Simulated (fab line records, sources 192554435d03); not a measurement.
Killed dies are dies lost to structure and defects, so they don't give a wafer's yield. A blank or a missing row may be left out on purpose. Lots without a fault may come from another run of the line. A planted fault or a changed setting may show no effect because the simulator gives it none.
Chamber matching | flow n5_finfet | N5_GATE_CUT_PECVD_57 on pecvd-04: 3 sister chambers
The step deposits SiNx from SiH4/NH3/N2, target thk 21 nm. 3 wafers are shown with their chamber, then 8 later ones without.

WAFERS WITH THEIR CHAMBER
wafer  | chamber | throttle_valve_pct (%)
L089.1 | 1       | 37.3
L089.2 | 2       | 37.1
L090.1 | 0       | 38.9

WAFERS WITHOUT THEIR CHAMBER
wafer  | throttle_valve_pct (%)
L090.2 | 37.1
L090.3 | 37.5
L091.3 | 36.9
L091.4 | 37.5
L091.6 | 37.3
L097.1 | 38.8
L097.3 | 37.5
L097.6 | 37.3

WHICH CHAMBER EACH WENT THROUGH
wafer  | from the rows above     | in truth
L090.2 | can't be placed: 2 or 1 | 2
L090.3 | can't be placed: 1 or 2 | 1
L091.3 | can't be placed: 2 or 1 | 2
L091.4 | can't be placed: 1 or 2 | 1
L091.6 | can't be placed: 1 or 2 | 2
L097.1 | 0                       | 0
L097.3 | can't be placed: 1 or 2 | 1
L097.6 | can't be placed: 1 or 2 | 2
Placed correctly: 1 of 8. Can't be placed from these rows: 7 (the true chamber is among the candidates in 7). Placed wrongly: 0.
How it was worked out, from the rows above alone: a wafer's distance from a chamber is the root of the sum, over the readings, of the square of ((its reading less the chamber's mean) divided by the reading's scatter). The wafer belongs to the nearest chamber; if the next one is less than 2 further off, it can't be placed. A chamber's mean is the mean of its shown wafers. The scatter: with one shown wafer a chamber, the root of the mean of the squares of how far each hidden wafer lies from its nearest shown one.
